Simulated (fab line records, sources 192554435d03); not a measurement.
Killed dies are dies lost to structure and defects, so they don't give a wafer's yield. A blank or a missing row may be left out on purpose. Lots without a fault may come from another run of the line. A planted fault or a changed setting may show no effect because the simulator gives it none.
Split-lot experiment | flow n5_finfet | 7 lots, 21 wafers read, on a route of 1938 steps

THE SPLIT
At N5_BEOL_M15_COAT_04 (resist thk 800 nm), the setting spin_rpm was moved away from the recipe's 1704 rpm on 8 of the 21 wafers read, by -8.7% to +11.2%. The other wafers ran this setting at the recipe's value.

FROM THE SPLIT TO THE READING: what the file shows between them, 7 steps
- N5_BEOL_M15_EXPOSE_07: exposes mask V14 (also split here: dose_mj)
- N5_BEOL_M15_PEB_08: peb time 90 s
- N5_BEOL_M15_DEVELOP_09: develop time 45 s
- N5_BEOL_M15_HARDBAKE_14: time 120 s
- N5_BEOL_M15_CD_MEAS_10: target cd 360 nm
- N5_BEOL_M15_DESCUM_15: chemistry O2, time 7.9 s
- N5_BEOL_M15_ETCH_59: etches BARC in N2/H2, target depth 89 nm, overetch 26.7 nm, time 67.9 s

THE READING
coat_of_BEOL_M15_COAT_04.thk_nm (the simulator's own value, which no gauge read), in nm, at N5_BEOL_M15_VIA_ETCH_16 (etches SiO2 in C4F8/O2/Ar, target depth 1792.2 nm). The file gives no usual value for it. The 13 wafers here that ran the recipe average 331.2 nm, standard deviation 8.4 nm.

wafer  | tool, chamber at the split | spin_rpm as run, rpm | against the recipe | coat_of_BEOL_M15_COAT_04.thk_nm, nm | against lot-mates on the recipe
L081.1 | litho_track-03, 0          | 1704                 | recipe             | 330.2                               | -
L081.4 | litho_track-03, 0          | 1704                 | recipe             | 329.4                               | -
L081.5 | litho_track-03, 0          | 1704                 | recipe             | 325.6                               | -
L083.1 | litho_track-05, 0          | 1704                 | recipe             | 344.4                               | -
L083.4 | litho_track-05, 0          | 1704                 | recipe             | 334.2                               | -
L083.5 | litho_track-05, 0          | 1704                 | recipe             | 338.8                               | -
L084.1 | litho_track-03, 0          | 1883                 | +10.5%             | 290.6                               | -32.2
L084.3 | litho_track-03, 0          | 1883                 | +10.5%             | 295.8                               | -27.0
L084.6 | litho_track-03, 0          | 1704                 | recipe             | 322.8                               | -
L085.4 | litho_track-01, 0          | 1556                 | -8.7%              | 352                                 | +29.5
L085.5 | litho_track-01, 0          | 1704                 | recipe             | 333.2                               | -
L085.6 | litho_track-01, 0          | 1704                 | recipe             | 311.8                               | -
L086.2 | litho_track-01, 0          | 1704                 | recipe             | 328.8                               | -
L086.4 | litho_track-01, 0          | 1846                 | +8.3%              | 289                                 | -39.5
L086.6 | litho_track-01, 0          | 1704                 | recipe             | 328.2                               | -
L088.3 | litho_track-03, 0          | 1704                 | recipe             | 344.4                               | -
L088.4 | litho_track-03, 0          | 1894                 | +11.2%             | 285.2                               | -59.2
L088.5 | litho_track-03, 0          | 1894                 | +11.2%             | 299.2                               | -45.2
L095.3 | litho_track-05, 0          | 1646                 | -3.4%              | 357.8                               | +24.4
L095.4 | litho_track-05, 0          | 1704                 | recipe             | 333.4                               | -
L095.6 | litho_track-05, 0          | 1646                 | -3.4%              | 347.4                               | +14.0

THE FIT
A straight line over all 21 wafers: coat_of_BEOL_M15_COAT_04.thk_nm changes by -3.68 nm for each +1% of spin_rpm; r = -0.92; the points scatter about the line by 8.9 nm.
The same after taking each lot's own level away (the mean of its wafers on the recipe; 21 wafers): -3.95 nm for each +1%; r = -0.95; scatter 7.3 nm.
On that fit, the largest move of spin_rpm shifts the reading by 44 nm.
The lots' own levels span 322.50 to 344.40 nm, that is 2.6 times the standard deviation above.
So the lot-to-lot level changes the slope little: the two slopes agree.
Check: with one of the wafers moved furthest among these (+11.2%) left out of the fit, the line predicts -39.7 nm for it against its lot-mates. It came out at -59.2 nm against them.

OTHER SPLITS ON THESE WAFERS
These wafers also went through other splits before the reading. Each is held against what the fit with the lots' levels taken away leaves over:
other split on the same wafers | wafers away from the commonest value | r with coat_of_BEOL_M15_COAT_04.thk_nm (lot level and that fit taken away)
N5_BEOL_M10_DEP_56 time_s      | 7                                    | +0.14
N5_BEOL_M12_SPUTTER_43 time_s  | 9                                    | -0.55
N5_BEOL_M13_ETCH_68 time_s     | 4                                    | -0.05
N5_BEOL_M13_SPUTTER_43 time_s  | 8                                    | -0.48
N5_BEOL_M15_EXPOSE_07 dose_mj  | 5                                    | +0.05

THE WHOLE CHAIN: every reading that the file lists as answering this split, in the file's order
step                    | what it does                                      | reading                                                                          | change (the file's fit)              | r (the file's)
N5_BEOL_M15_COAT_04     | resist thk 800 nm                                 | coat_of_BEOL_M15_COAT_04.thk_nm (the simulator's own value, which no gauge read) | -3.78 nm for each +1% of the setting | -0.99
N5_BEOL_M15_VIA_ETCH_16 | etches SiO2 in C4F8/O2/Ar, target depth 1792.2 nm | coat_of_BEOL_M15_COAT_04.thk_nm (the simulator's own value, which no gauge read) | -3.95 nm for each +1% of the setting | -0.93

THE FILE'S OWN FIT
coat_of_BEOL_M15_COAT_04.thk_nm changes by -3.95 nm for each +1% of spin_rpm, r = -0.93.
